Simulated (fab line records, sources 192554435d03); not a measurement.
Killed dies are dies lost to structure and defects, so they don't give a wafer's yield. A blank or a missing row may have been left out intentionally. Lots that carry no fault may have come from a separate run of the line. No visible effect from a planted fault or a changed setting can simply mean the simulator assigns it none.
2 desks looking at one fault    flow n5 finfet    each desk holds nothing but its own numbers, with what lay behind them at the end

THE DEFECT DESK
For each lot, the counts of the inspections along the route, averaged over the sampled wafers that have a number. A lot is out of limits, marked OUT, if its mean lies more than 4 standard deviations from the usual mean; the brackets give that distance.
Columns: A = raw defect count at N5_BEOL_M11_INSPECT_58, usual 71
lot   first seen here  A
L507  day 10 08:53     53
L510  day 11 11:20     66
L512  day 11 17:11     52
L513  day 11 22:25     46
L514  day 12 20:02     69
L516  day 13 13:53     78
L521  day 14 18:37     79
L524  day 15 08:56     70
L525  day 15 12:57     76
L526  day 15 19:05     72
L530  day 17 16:11     92
Finding of this desk: none of the 11 lots has anything out of limits.

AT THE TOOL OWNER'S DESK: pvd sputter-02
The tool's own readings at N5_BEOL_M11_SPUTTER_48 (material Cu, target thk 12 nm, time 2 s): means of the sampled wafers that have a number, for each lot that ran on this tool. A lot is out of limits, marked OUT, if its mean lies more than 4 standard deviations from the usual mean; the brackets give that distance.
Columns: A = cathode dc power W at N5_BEOL_M11_SPUTTER_48, usual 26000 W; B = substrate temp c at N5_BEOL_M11_SPUTTER_48, usual -20.00 C; C = throttle valve pct at N5_BEOL_M11_SPUTTER_48, usual 29.4 %
lot   first seen here  A                        B       C
L507  day 10 07:42     25999                    -20.02  28.5
L513  day 11 21:06     25997                    -20.07  29.2
L514  day 12 19:01     26000                    -20.03  29.4
L516  day 13 12:52     26002                    -19.99  28.5
L521  day 14 17:29     20576 (-99 or more) OUT  -20.02  28.7
L524  day 15 07:55     20576 (-99 or more) OUT  -19.99  29.2
This desk's finding: out of limits on L521, L524; first on L521, day 14 17:29 (cathode dc power W at N5_BEOL_M11_SPUTTER_48). L507, L513, L514, L516: within limits.

TAKEN TOGETHER
At day 14 17:29, on L521, L524, the tool owner's desk was in a position to raise an alarm.
No out-of-limits result turned up at the defect desk.
The defect desk has L521, L524 on record, within its limits.
N5_BEOL_M11_SPUTTER_48 was run on pvd sputter-02 by each of the lots named.

WHAT HAD BEEN PUT IN BY THE SIMULATOR
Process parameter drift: pvd sputter-02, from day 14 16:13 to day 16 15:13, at N5_BEOL_M11_SPUTTER_48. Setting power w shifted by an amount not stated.
Shown lots that were struck: L521, L524.
Each desk's first reading out of limits, in hours after the fault started: the tool owner's desk, 1.
